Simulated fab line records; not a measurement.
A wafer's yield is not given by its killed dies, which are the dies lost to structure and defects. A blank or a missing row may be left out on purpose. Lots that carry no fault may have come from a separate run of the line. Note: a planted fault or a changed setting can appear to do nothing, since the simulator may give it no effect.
A single fault, viewed from 3 desks :: flow n5-finfet :: numbers are kept per desk, each desk with only its own; the story behind them comes last

## FROM THE METROLOGY DESK
What the gauges read for every lot (on any tool): the sampled wafers with a number, averaged. If a lot's mean is further than 4 standard deviations from the usual mean, the lot is out of limits and carries the mark OUT (the distance appears in the brackets). 7 of its 12 readings are shown, namely those furthest out on some lot.
Columns: A = DIBL_N at N5_BEOL_M4_RC_MEAS_101, usual 36.0 mV/V; B = DIBL_P at N5_BEOL_M4_RC_MEAS_101, usual 36.0 mV/V; C = IOFF_N at N5_BEOL_M4_RC_MEAS_101, usual 0.155 nA/um; D = IOFF_P at N5_BEOL_M4_RC_MEAS_101, usual 0.20 nA/um; E = ION_P at N5_BEOL_M4_RC_MEAS_101, usual 461 uA/um; F = VT_N at N5_BEOL_M4_RC_MEAS_101, usual 250.4 mV; G = VT_P at N5_BEOL_M4_RC_MEAS_101, usual -251.0 mV
lot: L892
first seen here: day 7 04:14
A: 34.8
B: 35.2
C: 0.156
D: 0.22
E: 470
F: 248.5
G: -247.9

lot: L895
first seen here: day 8 15:31
A: 39.6
B: 39.4
C: 0.208
D: 0.26
E: 466
F: 248.5
G: -247.3

lot: L902
first seen here: day 9 18:41
A: 37.1
B: 36.4
C: 0.170
D: 0.21
E: 453
F: 247.8
G: -251.1

lot: L904
first seen here: day 10 02:43
A: 35.5
B: 34.5
C: 0.151
D: 0.21
E: 465
F: 249.2
G: -247.0

lot: L906
first seen here: day 10 23:12
A: 35.7
B: 36.1
C: 0.131
D: 0.18
E: 456
F: 255.8
G: -253.0

lot: L912
first seen here: day 12 16:17
A: 34.6
B: 35.3
C: 0.143
D: 0.19
E: 457
F: 251.1
G: -252.3
Finding of this desk: none of the 6 lots has anything out of limits.

## TOOL OWNER'S DESK, ald-sin-02
The tool's own readings at N5_BEOL_M2_ALD_98 (deposits SiO2, target thk 2.5 nm, pulse time 1 s, co reactant pulse time 1 s): means of the sampled wafers that have a number, for each lot that ran on this tool. If a lot's mean is further than 4 standard deviations from the usual mean, the lot is out of limits and carries the mark OUT (the distance appears in the brackets).
Columns: A = heater-power-w at N5_BEOL_M2_ALD_98, usual 81 W; B = precursor-pulse-height-rel at N5_BEOL_M2_ALD_98, usual 1.000
lot: L895
first seen here: day 8 15:59
A: 84
B: 0.979

lot: L902
first seen here: day 9 19:08
A: 88
B: 1.020

lot: L904
first seen here: day 10 03:03
A: 83
B: 0.997
Finding of this desk: none of the 3 lots has anything out of limits.

## THE DEFECT DESK
What the inspections along the route counted, lot by lot: means of the sampled wafers that have a number. If a lot's mean is further than 4 standard deviations from the usual mean, the lot is out of limits and carries the mark OUT (the distance appears in the brackets).
Columns: A = raw-defect-count at N5_BEOL_M2_INSPECT_30, usual 416
lot: L892
first seen here: day 7 04:19
A: 411

lot: L895
first seen here: day 8 15:36
A: 415

lot: L902
first seen here: day 9 18:46
A: 388

lot: L904
first seen here: day 10 02:48
A: 372

lot: L906
first seen here: day 10 23:17
A: 439

lot: L912
first seen here: day 12 16:23
A: 382
Finding of this desk: none of the 6 lots has anything out of limits.

## PUT TOGETHER
The metrology desk saw nothing out of limits.
The tool owner's desk saw nothing out of limits.
The defect desk saw nothing out of limits.

## WHAT THE SIMULATOR PUT IN
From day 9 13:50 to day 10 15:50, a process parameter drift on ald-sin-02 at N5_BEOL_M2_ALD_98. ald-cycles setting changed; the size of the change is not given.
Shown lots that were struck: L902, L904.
